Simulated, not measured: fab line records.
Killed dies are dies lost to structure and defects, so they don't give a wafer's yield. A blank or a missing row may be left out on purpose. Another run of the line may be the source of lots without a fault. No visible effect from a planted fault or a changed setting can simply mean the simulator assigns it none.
Matching of chambers + flow n5Finfet + N5_BEOL_M7_ETCH_72 on rieDiel-01 has 4 sister chambers
The step etches underlayer in N2/H2, target depth 6.5 nm, time 5.2 s. 8 wafers are shown with their chamber, then 8 later ones without.

EACH WAFER AND ITS CHAMBER
| wafer  | chamber | showerheadPlenumPTorr (Torr) | throttleValvePct (%) |
|--------|---------|------------------------------|----------------------|
| L081.3 | 0       | 2.58                         | 17.76                |
| L084.1 | 2       | 2.63                         | 17.64                |
| L084.2 | 1       | 2.67                         | 17.59                |
| L084.4 | 3       | 2.51                         | 17.88                |
| L088.3 | 3       | 2.51                         | 17.88                |
| L088.4 | 0       | 2.57                         | 17.80                |
| L088.5 | 2       | 2.63                         | 17.65                |
| L090.1 | 1       | 2.66                         | 17.62                |

WAFERS WITH NO CHAMBER GIVEN
| wafer  | showerheadPlenumPTorr (Torr) | throttleValvePct (%) |
|--------|------------------------------|----------------------|
| L090.4 | 2.57                         | 17.82                |
| L090.5 | 2.66                         | 17.63                |
| L093.3 | 2.66                         | 17.65                |
| L093.4 | 2.66                         | 17.64                |
| L093.6 | 2.57                         | 17.85                |
| L096.3 | 2.57                         | 17.82                |
| L096.5 | 2.66                         | 17.67                |
| L096.6 | 2.57                         | 17.81                |

WHICH CHAMBER EACH WENT THROUGH
| wafer  | from the rows above | in truth |
|--------|---------------------|----------|
| L090.4 | 0                   | 0        |
| L090.5 | 1                   | 1        |
| L093.3 | 1                   | 1        |
| L093.4 | 1                   | 1        |
| L093.6 | 0                   | 0        |
| L096.3 | 0                   | 0        |
| L096.5 | 1                   | 1        |
| L096.6 | 0                   | 0        |
Placed correctly: 8 of 8. From these rows, 0 cannot be placed. Wrongly placed: 0.
How it was worked out, from the rows above alone: a wafer's distance from a chamber is the root of the sum, over the readings, of the square of ((its reading less the chamber's mean) divided by the reading's scatter). The wafer belongs to the nearest chamber; if the next one is less than 2 further off, it can't be placed. Each chamber's mean is taken over the wafers shown for it. The scatter: take each reading less its chamber's mean, square it, sum over the shown wafers, divide by the number of wafers less the number of chambers, and take the root.
